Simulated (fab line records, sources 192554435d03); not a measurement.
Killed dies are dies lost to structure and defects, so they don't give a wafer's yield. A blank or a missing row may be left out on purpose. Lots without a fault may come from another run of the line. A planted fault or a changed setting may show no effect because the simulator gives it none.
Split-lot experiment | flow n5_finfet | 7 lots, 39 wafers read, on a route of 1938 steps

THE SPLIT
At N5_FIN_SAQP_HM_DEP_03 (deposits SiNx from SiH4/NH3/N2, target thk 38 nm, time 33.6 s), the setting target_thk_a was moved away from the recipe's 380 angstrom on 15 of the 39 wafers read, by -50.9% to +58.7%. The other wafers ran this setting at the recipe's value.

FROM THE SPLIT TO THE READING: what the file shows between them, 4 steps
- N5_FIN_SAQP_THK_MEAS_05
- N5_FIN_SAQP_PECVD_47: deposits a-Si from SiH4/He, target thk 45 nm, time 36.3 s
- N5_FIN_SAQP_PECVD_48: deposits SiNx from SiH4/NH3/N2, target thk 25 nm, time 22.1 s
- N5_FIN_SAQP_MANDREL2_REMOVE_60: chemistry HBr/Cl2/O2, target a-Si, stops on SiNx, bt time 10 s

THE READING
etch.depth_nm (the simulator's own value, which no gauge read), in nm, at N5_FIN_SAQP_HM_OPEN_33 (chemistry CH3F/O2, target SiNx, target depth 49.4 nm, time 70.6 s). The file gives no usual value for it. The 24 wafers here that ran the recipe average 37.64 nm, standard deviation 0.4 nm.

wafer  | tool, chamber at the split | target_thk_a as run, angstrom | against the recipe | etch.depth_nm, nm | against lot-mates on the recipe
L074.1 | pecvd-03, 1                | 558.8                         | +47.1%             | 55.25             | +17.53
L074.2 | pecvd-03, 2                | 380                           | recipe             | 37.76             | -
L074.3 | pecvd-03, 0                | 380                           | recipe             | 37.22             | -
L074.4 | pecvd-03, 2                | 380                           | recipe             | 38.17             | -
L074.5 | pecvd-03, 1                | 558.8                         | +47.1%             | 55.93             | +18.21
L074.6 | pecvd-03, 0                | 558.8                         | +47.1%             | 56.26             | +18.54
L077.1 | pecvd-01, 1                | 500.6                         | +31.7%             | 48.54             | +11.28
L077.2 | pecvd-01, 0                | 380                           | recipe             | 37.22             | -
L077.3 | pecvd-01, 1                | 380                           | recipe             | 37.34             | -
L077.4 | pecvd-01, 0                | 500.6                         | +31.7%             | 49.92             | +12.66
L077.5 | pecvd-01, 0                | 500.6                         | +31.7%             | 49.56             | +12.30
L077.6 | pecvd-01, 1                | 380                           | recipe             | 37.21             | -
L079.1 | pecvd-02, 2                | 603                           | +58.7%             | 59.29             | +21.30
L079.2 | pecvd-02, 1                | 603                           | +58.7%             | 60.18             | +22.19
L079.3 | pecvd-02, 0                | 603                           | +58.7%             | 59.25             | +21.26
L079.4 | pecvd-02, 0                | 380                           | recipe             | 37.59             | -
L079.5 | pecvd-02, 1                | 380                           | recipe             | 38.35             | -
L079.6 | pecvd-02, 2                | 380                           | recipe             | 38.03             | -
L081.1 | pecvd-02, 1                | 380                           | recipe             | 37.37             | -
L081.2 | pecvd-02, 2                | 380                           | recipe             | 37.08             | -
L081.4 | pecvd-02, 0                | 380                           | recipe             | 37.51             | -
L082.1 | pecvd-02, 0                | 380                           | recipe             | 37.06             | -
L082.2 | pecvd-02, 1                | 380                           | recipe             | 37.53             | -
L082.3 | pecvd-02, 2                | 380                           | recipe             | 37.21             | -
L082.4 | pecvd-02, 0                | 380                           | recipe             | 38.13             | -
L082.5 | pecvd-02, 2                | 380                           | recipe             | 37.8              | -
L082.6 | pecvd-02, 1                | 380                           | recipe             | 38.07             | -
L092.1 | pecvd-02, 1                | 557.8                         | +46.8%             | 54.77             | +16.98
L092.2 | pecvd-02, 2                | 557.8                         | +46.8%             | 54.66             | +16.87
L092.3 | pecvd-02, 0                | 380                           | recipe             | 37.16             | -
L092.4 | pecvd-02, 0                | 380                           | recipe             | 37.98             | -
L092.5 | pecvd-02, 2                | 557.8                         | +46.8%             | 54.84             | +17.05
L092.6 | pecvd-02, 1                | 380                           | recipe             | 38.23             | -
L096.1 | pecvd-03, 1                | 186.7                         | -50.9%             | 17.27             | -20.54
L096.2 | pecvd-03, 2                | 380                           | recipe             | 37.58             | -
L096.3 | pecvd-03, 2                | 380                           | recipe             | 38.07             | -
L096.4 | pecvd-03, 1                | 186.7                         | -50.9%             | 18.39             | -19.42
L096.5 | pecvd-03, 1                | 380                           | recipe             | 37.79             | -
L096.6 | pecvd-03, 2                | 186.7                         | -50.9%             | 18.6              | -19.21

THE FIT
A straight line over all 39 wafers: etch.depth_nm changes by +0.377 nm for each +1% of target_thk_a; r = +1.00; the points scatter about the line by 0.49 nm.
The same after taking each lot's own level away (the mean of its wafers on the recipe; 39 wafers): +0.377 nm for each +1%; r = +1.00; scatter 0.49 nm.
On that fit, the largest move of target_thk_a shifts the reading by 22 nm.
The lots' own levels span 37.257 to 37.990 nm, that is 1.8 times the standard deviation above.
So the lot-to-lot level changes the slope little: the two slopes agree.
Check: with one of the wafers moved furthest among these (+58.7%) left out of the fit, the line predicts +22.1 nm for it against its lot-mates. It came out at +21.3 nm against them.

OTHER SPLITS ON THESE WAFERS
These wafers also went through other splits before the reading. Each is held against what the fit with the lots' levels taken away leaves over:
other split on the same wafers       | wafers away from the commonest value | r with etch.depth_nm (lot level and that fit taken away)
N5_ZERO_LAYER_ETCH_18 target_depth_a | 15                                   | +0.00

THE WHOLE CHAIN: every reading that the file lists as answering this split, in the file's order
step                    | what it does                                                      | reading                                                                            | change (the file's fit)               | r (the file's)
N5_FIN_SAQP_HM_DEP_03   | deposits SiNx from SiH4/NH3/N2, target thk 38 nm, time 33.6 s     | SiNx_of_FIN_SAQP_HM_DEP_03.thk_nm (the simulator's own value, which no gauge read) | +0.376 nm for each +1% of the setting | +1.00
N5_FIN_SAQP_THK_MEAS_05 |                                                                   | thk_nm                                                                             | withheld for each +1% of the setting  | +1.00
N5_FIN_SAQP_HM_OPEN_33  | chemistry CH3F/O2, target SiNx, target depth 49.4 nm, time 70.6 s | etch_rf_on_time_s                                                                  | withheld for each +1% of the setting  | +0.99
N5_FIN_SAQP_HM_OPEN_33  | chemistry CH3F/O2, target SiNx, target depth 49.4 nm, time 70.6 s | etch.depth_nm (the simulator's own value, which no gauge read)                     | +0.376 nm for each +1% of the setting | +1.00

THE FILE'S OWN FIT
etch.depth_nm changes by +0.376 nm for each +1% of target_thk_a, r = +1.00.
